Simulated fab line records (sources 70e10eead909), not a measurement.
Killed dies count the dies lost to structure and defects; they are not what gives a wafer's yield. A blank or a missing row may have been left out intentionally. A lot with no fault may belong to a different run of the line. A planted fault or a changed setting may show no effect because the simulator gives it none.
The tool behind it: which one? -- flow nandHarc -- 24 lots, 72 wafers sampled, at 2 steps of a route of 1159

WHAT EACH GAUGE READ, for each wafer
NHARC_A_CONTACT_OVL_MEAS_43.
lot,measured,on,overlayXNm (nm),overlayYNm (nm)
L075,day 16 10:31,overlay-01,0.2 -0.1 0.0,1.7 1.9 1.6
L076,day 16 11:12,overlay-01,0.2 0.7 0.7,-1.6 -1.0 -1.3
L074,day 16 14:41,overlay-01,-1.2 -1.3 -0.9,0.6 0.3 0.5
L079,day 16 23:25,overlay-02,0.7 0.6 0.5,0.2 0.0 0.3
L078,day 17 02:01,overlay-02,-0.3 -0.4 0.2,1.2 1.5 1.3
L080,day 17 04:29,overlay-02,-0.4 0.3 0.2,1.1 1.7 1.6
L077,day 17 11:48,overlay-01,1.1 1.9 0.7,-1.0 -0.7 -1.5
L081,day 17 22:23,overlay-02,-2.9 -2.0 -2.4,-0.6 0.0 -0.2
L082,day 18 10:53,overlay-01,1.1 0.4 0.9,0.3 -0.3 0.1
L083,day 18 10:43,overlay-02,-0.6 -0.5 -0.4,0.0 0.3 0.0
L084,day 18 20:01,overlay-01,0.1 1.0 0.5,-1.9 -2.0 -1.9
L086,day 19 13:52,overlay-01,-1.2 -1.1 -1.3,-1.0 -1.1 -1.5
L085,day 19 14:45,overlay-02,0.8 0.9 0.3,0.1 -0.8 0.0
L087,day 19 19:44,overlay-02,-1.0 -1.5 -0.9,-0.4 -0.5 0.0
L090,day 20 05:26,overlay-02,0.9 0.2 0.6,-1.2 -1.3 -1.1
L091,day 20 03:11,overlay-02,0.7 0.4 0.5,0.6 0.3 0.4
L088,day 20 11:17,overlay-02,1.3 0.9 0.4,-0.3 0.0 0.0
L089,day 20 09:01,overlay-02,-1.1 -1.1 -1.3,1.3 1.2 0.7
L093,day 20 14:01,overlay-01,1.0 1.1 0.1,0.6 1.1 1.2
L092,day 20 17:26,overlay-01,0.8 1.0 0.9,0.3 0.3 -0.2
L094,day 20 20:16,overlay-02,0.3 0.2 0.0,-0.7 -0.7 -0.4
L096,day 20 20:26,overlay-02,0.9 1.1 0.4,0.2 0.6 0.2
L095,day 21 03:14,overlay-02,-0.5 -0.4 -0.6,-0.6 -0.8 -0.8
L097,day 22 05:44,overlay-02,0.4 0.5 0.6,-0.5 0.1 -0.2

TOOL THAT RAN EACH LOT (tool first, then ch and the chambers of the sampled wafers, then the start)
lot,NHARC_A_WL_FILL_ALD_19
L075,"aldMetal-02 ch 0,1, day 15 22:35"
L076,"aldMetal-01 ch 0,2,3, day 15 22:38"
L074,"aldMetal-03 ch 0,1,3, day 16 03:23"
L079,"aldMetal-01 ch 1,2, day 16 14:01"
L078,"aldMetal-03 ch 0,1,3, day 16 14:02"
L080,"aldMetal-02 ch 0,2,3, day 16 14:05"
L077,"aldMetal-01 ch 1,2,3, day 16 19:39"
L081,"aldMetal-02 ch 2,3, day 17 08:55"
L082,"aldMetal-03 ch 0,3, day 18 01:17"
L083,"aldMetal-01 ch 0,1,2, day 18 01:19"
L084,"aldMetal-01 ch 2,3, day 18 10:32"
L086,"aldMetal-02 ch 0,2,3, day 19 01:45"
L085,"aldMetal-01 ch 0,2,3, day 19 01:49"
L087,"aldMetal-03 ch 0,2,3, day 19 04:41"
L090,"aldMetal-02 ch 2,3, day 19 17:17"
L091,"aldMetal-01 ch 1,2, day 19 17:19"
L088,"aldMetal-03 ch 2,3, day 19 20:17"
L089,"aldMetal-02 ch 0,1,2, day 19 20:20"
L093,"aldMetal-01 ch 0,2,3, day 19 20:22"
L092,"aldMetal-02 ch 1,2,3, day 19 23:18"
L094,"aldMetal-03 ch 1,2,3, day 20 09:37"
L096,"aldMetal-02 ch 0,1,2, day 20 09:38"
L095,"aldMetal-03 ch 0,1,3, day 20 12:25"
L097,"aldMetal-03 ch 0,3, day 21 18:42"
- NHARC_A_WL_FILL_ALD_19: deposits TiN, target thk 2 nm, pulse time 3 s, ald cycles 100.

AS READ BY THE TOOLS THEMSELVES (means over the sampled wafers that have a number; for cases with no such wafer, the mark the record gives instead)
NHARC_A_WL_FILL_ALD_19.
lot,tool,heaterPowerW (W),precursorPulseHeightRel
L075,aldMetal-02,1143,0.991
L076,aldMetal-01,1031,1.014
L074,aldMetal-03,1021,0.992
L079,aldMetal-01,1025,1.001
L078,aldMetal-03,1012,0.996
L080,aldMetal-02,1143,1.005
L077,aldMetal-01,1075,0.995
L081,aldMetal-02,1138,0.986
L082,aldMetal-03,933,0.995
L083,aldMetal-01,977,0.993
L084,aldMetal-01,1132,0.990
L086,aldMetal-02,1143,0.997
L085,aldMetal-01,1041,0.995
L087,aldMetal-03,1097,0.999
L090,aldMetal-02,1125,1.016
L091,aldMetal-01,1022,0.995
L088,aldMetal-03,997,1.006
L089,aldMetal-02,1115,1.014
L093,aldMetal-01,1052,0.984
L092,aldMetal-02,1111,0.994
L094,aldMetal-03,1096,1.007
L096,aldMetal-02,1112,1.004
L095,aldMetal-03,1023,0.989
L097,aldMetal-03,935,0.995

THE ANSWER, worked out from the rows above alone
Rule: the lots themselves supply what counts as usual. The widest of any qualifying gaps counts: lots, ordered by their means at a reading, are off when they make up no more than a third of the lots, leave a main group of 4 or more, and stand apart from it by 3 or more times the standard deviation of that group's means. A main group whose means are all the same, to the digits that the tables above print for the reading, isn't used. A lot without any number at a reading at which 4 lots or more have one is off too. Where the step has rows for the other lots, those lots are counted as sound. First the gauges in route order, then the tools' own readings, where a lot's mean is used as printed above. The first step at which some lot is off is used, and at that step the reading that is off furthest; a lot without a number counts as furthest.
Nothing can be told from this: no lot is off at any reading shown.

WHAT WAS PUT IN BY THE SIMULATOR
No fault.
